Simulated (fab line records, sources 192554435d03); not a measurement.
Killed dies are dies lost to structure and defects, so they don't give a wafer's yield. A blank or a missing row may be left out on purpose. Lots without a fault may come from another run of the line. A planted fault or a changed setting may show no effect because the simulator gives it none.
A struck lot beside a sound one | flow n5_finfet | 19 steps out of a route of 1938
Sound: wafers L821.1, L821.3, L821.5. Struck: wafers L829.1, L829.2, L829.4. The cause comes at the end.
At each step with rows: each side's tool, then ch and its chambers, then its first start. Under that, the readings that differ: sound wafers | struck wafers | difference of the means | sigmas: that difference in standard deviations of wafers without a fault.
alike: readings whose means differ by less than 2 such deviations, and words and numbers that are the same on both sides. not compared: withheld readings, readings that some wafer has no value for, bounds like >300 that may hide the same value, and numbers for which the record gives no deviation and whose values overlap.
The two part at a step that has a row with sigmas, a row that says differs or no value, or rows on one side only. Numbers that don't overlap but have no deviation are shown without sigmas and don't part them. A reading that every wafer of one side lacks parts them only if that side has two wafers or more.

N5_BEOL_M12_CMP_49: polishes, stops on SiOC, t overpolish 20.6 s, target thk 320 nm.
  sound on cmp-04 ch 0,3, day 11 06:03; struck on cmp-04 ch 1,2,3, day 13 02:44
  alike: barrier_field_endpoint_s, motor_current_A, overpolish_run_s
N5_BEOL_M12_THK_MEAS_50: measures by xrf.
  sound on film_metro-01, day 11 06:21; struck on film_metro-02, day 13 03:02
  alike: M12_THK
then, 1 step without rows for these wafers: N5_BEOL_M12_PRE_CLEAN_52 (time 15 s).
N5_BEOL_M12_DEP_53: deposits SiCN from 3MS/NH3, target thk 30 nm, time 10.5 s.
  sound on pecvd-02 ch 0,2, day 11 06:25; struck on pecvd-02 ch 1,2, day 13 03:05
  alike: showerhead_plenum_p_Torr, throttle_valve_pct
N5_BEOL_M12_RS_MEAS_54: measures by four-point-probe.
  sound on film_metro-02, day 11 06:29; struck on film_metro-02, day 13 03:09
  alike: M12_RS
N5_BEOL_M12_INSPECT_55: inspects for defects (darkfield).
  sound on defect_inspect-02, day 11 06:30; struck on defect_inspect-01, day 13 03:11
  alike: raw_defect_count
N5_BEOL_M13_ILD_DEP_00: deposits SiOC from DEMS/O2, target thk 837.92 nm, time 166.4 s.
  sound on pecvd-01 ch 0,1,2, day 11 06:32; struck on pecvd-03 ch 1,2, day 13 03:13
  alike: heater_power_w, showerhead_plenum_p_Torr, throttle_valve_pct
N5_BEOL_M13_THK_MEAS_01:
  sound on film_metro-02, day 11 06:41; struck on film_metro-01, day 13 03:22
  alike: M13_ILD_THK
then, 4 steps without rows for these wafers: N5_BEOL_M13_COAT_58 (time 60 s, resist thk 89 nm); N5_BEOL_M13_COAT_04 (resist thk 400 nm); N5_BEOL_M13_EBR_06; N5_BEOL_M13_SOFTBAKE_05 (time 60 s).
N5_BEOL_M13_EXPOSE_07: exposes mask V12.
  sound on krf_scanner-02 ch 0, day 11 06:57; struck on krf_scanner-02 ch 0, day 13 03:30
  reading              | sound             | struck            | difference | sigmas
  exposure_dose_mJ_cm2 | 24.80 24.80 24.81 | 25.84 25.87 25.83 | +1.04      | +9
  alike: mask
then, 3 steps without rows for these wafers: N5_BEOL_M13_PEB_08 (peb time 90 s); N5_BEOL_M13_DEVELOP_09 (develop time 45 s); N5_BEOL_M13_HARDBAKE_14 (time 120 s).
N5_BEOL_M13_CD_MEAS_10: target cd 190 nm.
  sound on cd_sem-01 ch 0, day 11 07:07; struck on cd_sem-01 ch 0, day 13 03:40
  reading    | sound             | struck            | difference | sigmas
  cd_nm (nm) | 190.5 189.1 187.6 | 196.1 194.5 196.6 | +6.7       | +4
N5_BEOL_M13_OVL_MEAS_11:
  sound on overlay-01 ch 0, day 11 07:09; struck on overlay-02 ch 0, day 13 03:42
  alike: V12_OVL
N5_PASSIVATION_PROBE_49:
  the record has rows for the struck wafers here (prober-02, day 14 12:23) and none for the sound ones

WHERE THEY PART
First at N5_BEOL_M13_EXPOSE_07; last, within this record, at N5_PASSIVATION_PROBE_49.

WHY: what the simulator had put in
Process parameter drift: krf_scanner-02, from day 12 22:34 on, at N5_BEOL_M13_EXPOSE_07. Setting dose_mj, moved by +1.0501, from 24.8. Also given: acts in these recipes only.
